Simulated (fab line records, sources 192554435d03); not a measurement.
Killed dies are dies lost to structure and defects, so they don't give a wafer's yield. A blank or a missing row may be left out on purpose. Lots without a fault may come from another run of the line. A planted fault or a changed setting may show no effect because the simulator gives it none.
Which tool did it? | flow n5_finfet | 24 lots, 72 wafers sampled, at 5 steps of a route of 1938

WHAT THE GAUGES READ, wafer by wafer
N5_BEOL_M2_OCD_MEAS_38.
lot  | measured     | on     | trench_depth_nm (nm)
L074 | day 6 22:55  | ocd-01 | 54.4 56.0 54.4
L075 | day 7 02:05  | ocd-02 | 55.4 55.4 57.5
L076 | day 7 08:05  | ocd-01 | 55.3 55.2 55.9
L077 | day 7 13:16  | ocd-01 | 55.0 55.1 57.2
L078 | day 7 13:26  | ocd-02 | 56.5 55.8 55.6
L079 | day 8 00:19  | ocd-01 | 53.6 54.7 53.2
L080 | day 8 03:38  | ocd-01 | 54.9 53.9 56.9
L081 | day 8 13:17  | ocd-02 | 56.9 56.3 55.7
L082 | day 8 21:41  | ocd-01 | 55.6 56.1 55.9
L083 | day 8 21:46  | ocd-01 | 56.4 53.9 56.5
L084 | day 9 05:16  | ocd-01 | 57.4 56.2 55.9
L085 | day 9 12:17  | ocd-02 | 56.0 55.2 55.1
L086 | day 9 15:27  | ocd-02 | 57.2 54.7 54.5
L087 | day 10 04:54 | ocd-02 | 56.7 55.2 56.0
L088 | day 10 11:59 | ocd-01 | 53.4 55.1 57.4
L090 | day 10 15:16 | ocd-02 | 55.6 56.9 55.7
L089 | day 10 15:22 | ocd-02 | 57.2 56.7 56.2
L091 | day 10 18:20 | ocd-01 | 56.3 56.2 56.2
L092 | day 11 07:04 | ocd-01 | 56.6 55.0 55.5
L093 | day 11 09:35 | ocd-01 | 56.3 53.3 56.3
L094 | day 11 15:30 | ocd-01 | 54.5 54.8 53.1
L095 | day 11 21:18 | ocd-01 | 54.9 55.5 54.6
L096 | day 12 01:50 | ocd-01 | 56.7 56.0 55.8
L097 | day 12 12:33 | ocd-01 | 56.3 57.0 57.3

N5_BEOL_M2_THK_MEAS_53: measures by xrf.
lot  | measured     | on            | M2_THK (nm)
L074 | day 7 02:53  | film_metro-02 | 38.4 40.2 38.5
L075 | day 7 08:45  | film_metro-01 | 40.1 40.5 42.4
L076 | day 7 11:59  | film_metro-02 | 39.5 38.7 39.8
L077 | day 7 16:54  | film_metro-01 | 39.8 41.0 40.0
L078 | day 7 18:54  | film_metro-01 | 41.0 39.4 40.5
L079 | day 8 03:58  | film_metro-01 | 38.6 38.7 37.0
L080 | day 8 07:25  | film_metro-02 | 41.2 37.9 42.6
L081 | day 8 16:55  | film_metro-01 | 40.9 39.8 40.2
L082 | day 9 01:10  | film_metro-01 | 39.6 39.0 39.2
L083 | day 9 02:52  | film_metro-01 | 42.7 39.3 41.4
L084 | day 9 09:05  | film_metro-01 | 40.5 39.4 38.9
L085 | day 9 16:29  | film_metro-01 | 39.5 39.4 40.8
L086 | day 9 19:37  | film_metro-02 | 40.5 40.1 39.5
L087 | day 10 09:53 | film_metro-01 | 41.1 39.4 39.4
L088 | day 10 15:56 | film_metro-01 | 37.2 38.7 38.5
L090 | day 10 18:58 | film_metro-02 | 39.3 40.3 39.1
L089 | day 10 19:14 | film_metro-01 | 41.3 38.9 37.9
L091 | day 10 22:49 | film_metro-01 | 40.2 39.0 39.7
L092 | day 11 12:02 | film_metro-01 | 41.2 37.9 38.9
L093 | day 11 13:16 | film_metro-02 | 39.8 39.1 41.1
L094 | day 11 19:25 | film_metro-01 | 37.5 39.1 36.1
L095 | day 12 01:02 | film_metro-02 | 39.1 40.7 37.6
L096 | day 12 05:47 | film_metro-01 | 41.7 39.2 40.1
L097 | day 12 19:11 | film_metro-02 | 41.1 41.3 42.9

WHICH TOOL RAN EACH LOT (tool, then ch and the chambers of the sampled wafers, then the start)
lot  | N5_BEOL_M2_DEGAS_44          | N5_BEOL_M2_ANNEAL_51             | N5_BEOL_M2_CMP_52
L074 | pvd_sputter-02, day 6 23:41  | rtp_anneal-01 ch 0, day 7 02:18  | cmp-03 ch 1,2,3, day 7 02:40
L075 | pvd_sputter-01, day 7 02:47  | rtp_anneal-01 ch 0, day 7 08:17  | cmp-04 ch 2,3, day 7 08:29
L076 | pvd_sputter-02, day 7 08:34  | rtp_anneal-02 ch 0, day 7 11:26  | cmp-03 ch 0,1,2, day 7 11:41
L077 | pvd_sputter-03, day 7 13:36  | rtp_anneal-01 ch 0, day 7 16:19  | cmp-03 ch 1,2,3, day 7 16:38
L078 | pvd_sputter-02, day 7 13:55  | rtp_anneal-01 ch 0, day 7 18:19  | cmp-01 ch 0,1,3, day 7 18:41
L079 | pvd_sputter-01, day 8 00:48  | rtp_anneal-02 ch 0, day 8 03:22  | cmp-01 ch 0,1,3, day 8 03:44
L080 | pvd_sputter-01, day 8 03:59  | rtp_anneal-02 ch 0, day 8 06:54  | cmp-03 ch 1,2,3, day 8 07:08
L081 | pvd_sputter-03, day 8 13:37  | rtp_anneal-02 ch 0, day 8 16:23  | cmp-01 ch 0,1, day 8 16:38
L082 | pvd_sputter-01, day 8 22:02  | rtp_anneal-01 ch 0, day 9 00:40  | cmp-03 ch 0,2, day 9 00:55
L083 | pvd_sputter-01, day 8 22:11  | rtp_anneal-02 ch 0, day 9 02:20  | cmp-03 ch 1,2, day 9 02:35
L084 | pvd_sputter-01, day 9 05:47  | rtp_anneal-02 ch 0, day 9 08:32  | cmp-01 ch 0,2,3, day 9 08:52
L085 | pvd_sputter-02, day 9 12:53  | rtp_anneal-02 ch 0, day 9 15:57  | cmp-03 ch 0,1, day 9 16:12
L086 | pvd_sputter-03, day 9 16:12  | rtp_anneal-01 ch 0, day 9 19:01  | cmp-03 ch 0,2,3, day 9 19:19
L087 | pvd_sputter-03, day 10 05:59 | rtp_anneal-02 ch 0, day 10 09:18 | cmp-01 ch 2,3, day 10 09:36
L088 | pvd_sputter-02, day 10 12:43 | rtp_anneal-01 ch 0, day 10 15:21 | cmp-04 ch 1,2,3, day 10 15:41
L090 | pvd_sputter-01, day 10 15:45 | rtp_anneal-01 ch 0, day 10 18:25 | cmp-03 ch 1,2,3, day 10 18:41
L089 | pvd_sputter-01, day 10 15:50 | rtp_anneal-01 ch 0, day 10 18:39 | cmp-01 ch 0,3, day 10 18:57
L091 | pvd_sputter-02, day 10 19:05 | rtp_anneal-01 ch 0, day 10 22:16 | cmp-03 ch 0,2, day 10 22:33
L092 | pvd_sputter-02, day 11 08:06 | rtp_anneal-02 ch 0, day 11 11:27 | cmp-01 ch 1,2,3, day 11 11:45
L093 | pvd_sputter-01, day 11 09:58 | rtp_anneal-01 ch 0, day 11 12:45 | cmp-01 ch 1,2, day 11 12:58
L094 | pvd_sputter-01, day 11 16:11 | rtp_anneal-01 ch 0, day 11 18:49 | cmp-04 ch 0,1, day 11 19:10
L095 | pvd_sputter-01, day 11 21:43 | rtp_anneal-02 ch 0, day 12 00:24 | cmp-04 ch 0,1,3, day 12 00:47
L096 | pvd_sputter-01, day 12 02:05 | rtp_anneal-01 ch 0, day 12 05:01 | cmp-03 ch 1,3, day 12 05:32
L097 | pvd_sputter-03, day 12 12:56 | rtp_anneal-01 ch 0, day 12 18:33 | cmp-01 ch 2,3, day 12 18:54
- N5_BEOL_M2_DEGAS_44: time 60 s.
- N5_BEOL_M2_ANNEAL_51: time 90 s.
- N5_BEOL_M2_CMP_52: polishes, stops on SiOC, t overpolish 6.8 s, target thk 40 nm.

WHAT THE TOOLS THEMSELVES READ (means of the sampled wafers that have a number; where no wafer has one, the mark that the record gives instead)
N5_BEOL_M2_DEGAS_44.
lot  | tool           | heater_power_w (W)
L074 | pvd_sputter-02 | 391
L075 | pvd_sputter-01 | 325
L076 | pvd_sputter-02 | 364
L077 | pvd_sputter-03 | 338
L078 | pvd_sputter-02 | 367
L079 | pvd_sputter-01 | 328
L080 | pvd_sputter-01 | 317
L081 | pvd_sputter-03 | 328
L082 | pvd_sputter-01 | 323
L083 | pvd_sputter-01 | 323
L084 | pvd_sputter-01 | 328
L085 | pvd_sputter-02 | 351
L086 | pvd_sputter-03 | 333
L087 | pvd_sputter-03 | 320
L088 | pvd_sputter-02 | 367
L090 | pvd_sputter-01 | 318
L089 | pvd_sputter-01 | 320
L091 | pvd_sputter-02 | 361
L092 | pvd_sputter-02 | 367
L093 | pvd_sputter-01 | 320
L094 | pvd_sputter-01 | 332
L095 | pvd_sputter-01 | 324
L096 | pvd_sputter-01 | 312
L097 | pvd_sputter-03 | 335

N5_BEOL_M2_ANNEAL_51.
lot  | tool          | wafer_temp_C_max
L074 | rtp_anneal-01 | 226.7
L075 | rtp_anneal-01 | 226.9
L076 | rtp_anneal-02 | 226.0
L077 | rtp_anneal-01 | 226.7
L078 | rtp_anneal-01 | 226.7
L079 | rtp_anneal-02 | 225.9
L080 | rtp_anneal-02 | 226.5
L081 | rtp_anneal-02 | 225.7
L082 | rtp_anneal-01 | 226.5
L083 | rtp_anneal-02 | 226.1
L084 | rtp_anneal-02 | 226.1
L085 | rtp_anneal-02 | 226.2
L086 | rtp_anneal-01 | 226.7
L087 | rtp_anneal-02 | 226.0
L088 | rtp_anneal-01 | 226.5
L090 | rtp_anneal-01 | 226.7
L089 | rtp_anneal-01 | 226.6
L091 | rtp_anneal-01 | 226.7
L092 | rtp_anneal-02 | 225.9
L093 | rtp_anneal-01 | 226.6
L094 | rtp_anneal-01 | 226.5
L095 | rtp_anneal-02 | 225.9
L096 | rtp_anneal-01 | 226.8
L097 | rtp_anneal-01 | 226.5

N5_BEOL_M2_CMP_52.
lot  | tool   | barrier_field_endpoint_s (s) | motor_current_A (A) | overpolish_run_s (s) | pad_life_wafers | platen_rpm (rpm) | retaining_ring_pressure_frac | slurry_flow_ml_min | time_to_endpoint_s (s)
L074 | cmp-03 | 25.6                         | 6.4                 | 6.804                | 62              | 50.03            | 1.003                        | 150.1              | 64
L075 | cmp-04 | 24.6                         | 5.6                 | 6.803                | 859             | 50.06            | 1.004                        | 151.3              | 60
L076 | cmp-03 | 24.7                         | 5.8                 | 6.798                | 128             | 50.03            | 1.003                        | 150.1              | 67
L077 | cmp-03 | 25.2                         | 6.3                 | 6.799                | 152             | 50.00            | 0.998                        | 150.0              | 65
L078 | cmp-01 | 24.3                         | 5.9                 | 6.806                | 1820            | 49.99            | 1.001                        | 149.9              | 62
L079 | cmp-01 | 24.3                         | 5.9                 | 6.794                | 1904            | 49.99            | 0.998                        | 149.9              | 56
L080 | cmp-03 | 24.2                         | 6.4                 | 6.797                | 278             | 49.98            | 0.996                        | 150.6              | 63
L081 | cmp-01 | 23.5                         | 6.0                 | 6.803                | 2010            | 50.01            | 1.000                        | 150.4              | 56
L082 | cmp-03 | 25.0                         | 6.0                 | 6.806                | 440             | 50.02            | 0.994                        | 150.1              | 64
L083 | cmp-03 | 25.7                         | 5.7                 | 6.800                | 444             | 49.99            | 1.003                        | 149.8              | 69
L084 | cmp-01 | 24.9                         | 5.9                 | 6.795                | 2144            | 50.01            | 0.998                        | 150.2              | 61
L085 | cmp-03 | 25.9                         | 5.8                 | 6.798                | 552             | 49.95            | 1.004                        | 149.8              | 65
L086 | cmp-03 | 25.2                         | 6.4                 | 6.795                | 572             | 49.96            | 1.002                        | 150.1              | 62
L087 | cmp-01 | 24.9                         | 5.8                 | 6.796                | 132             | 50.02            | 0.994                        | 149.8              | 62
L088 | cmp-04 | 24.9                         | 5.7                 | 6.797                | 1448            | 50.00            | 0.997                        | 150.2              | 64
L090 | cmp-03 | 24.6                         | 6.4                 | 6.795                | 758             | 50.01            | 0.996                        | 149.9              | 59
L089 | cmp-01 | 24.3                         | 6.1                 | 6.800                | 224             | 49.97            | 1.001                        | 150.3              | 58
L091 | cmp-03 | 24.4                         | 6.1                 | 6.806                | 794             | 50.03            | 0.996                        | 149.9              | 62
L092 | cmp-01 | 25.3                         | 5.8                 | 6.799                | 362             | 49.94            | 0.998                        | 149.5              | 62
L093 | cmp-01 | 24.3                         | 5.7                 | 6.799                | 372             | 49.97            | 1.001                        | 150.4              | 58
L094 | cmp-04 | 25.8                         | 5.8                 | 6.803                | 1693            | 50.01            | 1.000                        | 150.0              | 63
L095 | cmp-04 | 24.5                         | 5.7                 | 6.806                | 1742            | 50.00            | 1.001                        | 149.5              | 60
L096 | cmp-03 | 25.3                         | 6.7                 | 6.804                | 1028            | 50.01            | 1.004                        | 150.5              | 64
L097 | cmp-01 | 25.1                         | 5.6                 | 6.797                | 582             | 50.04            | 1.000                        | 150.0              | 64

THE ANSWER, worked out from the rows above alone
Rule: what is usual is taken from the lots themselves. Put in order of their means at a reading, lots are off if they are a third of the lots or fewer, leave a main group of 4 or more, and stand apart from it by a gap of 3 or more times the standard deviation of the main group's means; of several such gaps the widest counts. A main group whose means are all the same, to the digits that the tables above print for the reading, isn't used. A lot without any number at a reading at which 4 lots or more have one is off too. The other lots that the step has rows for count as sound. The gauges are gone through in route order, then the tools' own readings, and for those a lot's mean is taken as printed above. The first step at which some lot is off is used, and at that step the reading that is off furthest; a lot without a number counts as furthest.
No lot is off at any reading shown: from this, nothing can be told.

WHAT THE SIMULATOR HAD PUT IN
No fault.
